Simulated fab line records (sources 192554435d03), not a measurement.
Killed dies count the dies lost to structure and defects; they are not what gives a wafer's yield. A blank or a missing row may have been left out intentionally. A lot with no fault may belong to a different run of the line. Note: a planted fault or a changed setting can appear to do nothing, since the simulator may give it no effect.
Matching of chambers + flow n5_finfet + N5_BEOL_M7_CURE_74 on uv_cure-02 has 3 sister chambers
The step cures SiCOH lowk, time 240 s. 6 wafers are shown with their chamber, then 10 later ones without.

## WAFERS WITH THEIR CHAMBER
| wafer  | chamber | wafer_temp_C_max | lamp_power_pct (%) |
|--------|---------|------------------|--------------------|
| L077.2 | 0       | 386.1            | 52.35              |
| L077.5 | 0       | 386.2            | 52.32              |
| L079.4 | 2       | 386.5            | 52.22              |
| L079.5 | 2       | 386.8            | 52.36              |
| L085.1 | 1       | 386.0            | 52.35              |
| L085.3 | 1       | 386.1            | 52.35              |

## WAFERS MISSING THEIR CHAMBER
| wafer  | wafer_temp_C_max | lamp_power_pct (%) |
|--------|------------------|--------------------|
| L085.6 | 386.4            | 52.28              |
| L088.1 | 386.4            | 52.42              |
| L088.3 | 386.7            | 52.48              |
| L088.6 | 386.5            | 52.32              |
| L095.3 | 386.0            | 52.34              |
| L095.4 | 386.2            | 52.31              |
| L095.5 | 386.1            | 52.29              |
| L097.1 | 386.8            | 52.37              |
| L097.2 | 386.8            | 52.25              |
| L097.6 | 386.3            | 52.29              |

## THE CHAMBER EACH PASSED THROUGH
| wafer  | from the rows above          | in truth |
|--------|------------------------------|----------|
| L085.6 | can't be placed: 2 or 0 or 1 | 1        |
| L088.1 | can't be placed: 0 or 1 or 2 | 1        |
| L088.3 | can't be placed: 2 or 0      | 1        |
| L088.6 | can't be placed: 2 or 0      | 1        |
| L095.3 | can't be placed: 1 or 0      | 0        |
| L095.4 | can't be placed: 0 or 1      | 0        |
| L095.5 | can't be placed: 0 or 1      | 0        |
| L097.1 | 2                            | 2        |
| L097.2 | 2                            | 2        |
| L097.6 | can't be placed: 0 or 1 or 2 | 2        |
2 of 10 placed correctly. These rows do not allow placing 8 (true chamber among the candidates in 6). Wrongly placed: 0.
How it was worked out, from the rows above alone: a wafer's distance from a chamber is the root of the sum, over the readings, of the square of ((its reading less the chamber's mean) divided by the reading's scatter). The wafer belongs to the nearest chamber; if the next one is less than 2 further off, it can't be placed. A chamber's mean is the mean of its shown wafers. The scatter is the square root of a quotient: the sum, over the shown wafers, of each reading's squared deviation from its chamber's mean, divided by wafers minus chambers.
